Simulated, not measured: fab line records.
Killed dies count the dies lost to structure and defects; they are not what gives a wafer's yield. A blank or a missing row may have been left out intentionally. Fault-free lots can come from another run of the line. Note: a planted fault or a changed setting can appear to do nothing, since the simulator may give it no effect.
Matching of chambers + flow n5_finfet + N5_MOL_CONTACT_COAG_ETCH_106 on rie_diel-05 has 4 sister chambers
The step etches SOC in N2/H2, target depth 80 nm, overetch 16 nm, time 120 s. 18 wafers are shown with their chamber, then 9 later ones without.

## WAFERS WITH THEIR CHAMBER
| wafer  | chamber | drypump_motor_current_A (A) | throttle_valve_pct (%) | showerhead_plenum_p_Torr (Torr) |
|--------|---------|-----------------------------|------------------------|---------------------------------|
| L074.2 | 3       | 6.3                         | 17.80                  | 2.58                            |
| L074.3 | 0       | 5.9                         | 18.07                  | 2.58                            |
| L074.6 | 0       | 5.9                         | 18.07                  | 2.58                            |
| L078.2 | 2       | 5.3                         | 17.64                  | 2.58                            |
| L078.5 | 2       | 5.3                         | 17.64                  | 2.58                            |
| L078.6 | 3       | 6.4                         | 17.81                  | 2.58                            |
| L080.1 | 2       | 5.3                         | 17.66                  | 2.58                            |
| L080.2 | 3       | 6.3                         | 17.82                  | 2.57                            |
| L080.6 | 3       | 6.3                         | 17.84                  | 2.57                            |
| L081.2 | 0       | 5.9                         | 18.10                  | 2.58                            |
| L081.3 | 3       | 6.4                         | 17.83                  | 2.57                            |
| L081.4 | 2       | 5.3                         | 17.65                  | 2.58                            |
| L085.3 | 1       | 5.7                         | 17.78                  | 2.52                            |
| L085.5 | 3       | 6.4                         | 17.82                  | 2.57                            |
| L085.6 | 2       | 5.3                         | 17.66                  | 2.57                            |
| L091.1 | 2       | 5.3                         | 17.68                  | 2.57                            |
| L091.2 | 1       | 5.7                         | 17.81                  | 2.52                            |
| L091.4 | 3       | 6.3                         | 17.87                  | 2.56                            |

SIGNATURES (means of the wafers above)
| reading                  | chamber 0 | chamber 1 | chamber 2 | chamber 3 | scatter within a chamber |
|--------------------------|-----------|-----------|-----------|-----------|--------------------------|
| drypump_motor_current_A  | 5.900     | 5.700     | 5.300     | 6.343     | 0.035                    |
| throttle_valve_pct       | 18.0800   | 17.7950   | 17.6550   | 17.8271   | 0.0195                   |
| showerhead_plenum_p_Torr | 2.5800    | 2.5200    | 2.5767    | 2.5714    | 0.00547                  |
Rule: for a wafer and a chamber, the distance is found by dividing, reading by reading, the gap between the wafer's reading and the chamber's mean by the reading's scatter, squaring, summing and taking the root. If the next closest chamber is less than 2 further off than the closest, the wafer can't be placed; otherwise it belongs to the closest. How the scatter is found: for the shown wafers, subtract from each reading the mean of its chamber, square and add these, divide the total by (wafers less chambers), then take the root.

## WAFERS WITHOUT THEIR CHAMBER
| wafer  | drypump_motor_current_A (A) | throttle_valve_pct (%) | showerhead_plenum_p_Torr (Torr) |
|--------|-----------------------------|------------------------|---------------------------------|
| L093.4 | 5.3                         | 17.68                  | 2.57                            |
| L093.5 | 5.9                         | 18.15                  | 2.57                            |
| L093.6 | 5.7                         | 17.81                  | 2.52                            |
| L094.2 | 5.9                         | 18.15                  | 2.56                            |
| L094.4 | 5.7                         | 17.80                  | 2.52                            |
| L094.5 | 5.3                         | 17.67                  | 2.57                            |
| L097.1 | 5.3                         | 17.69                  | 2.57                            |
| L097.4 | 5.7                         | 17.83                  | 2.51                            |
| L097.6 | 5.3                         | 17.69                  | 2.57                            |

## THE CHAMBER EACH PASSED THROUGH
| wafer  | from the rows above | in truth |
|--------|---------------------|----------|
| L093.4 | 2                   | 2        |
| L093.5 | 0                   | 0        |
| L093.6 | 1                   | 1        |
| L094.2 | 0                   | 0        |
| L094.4 | 1                   | 1        |
| L094.5 | 2                   | 2        |
| L097.1 | 2                   | 2        |
| L097.4 | 1                   | 1        |
| L097.6 | 2                   | 2        |
Correct placement for 9 of the 9. Number that these rows cannot place: 0. Placed wrongly: 0.
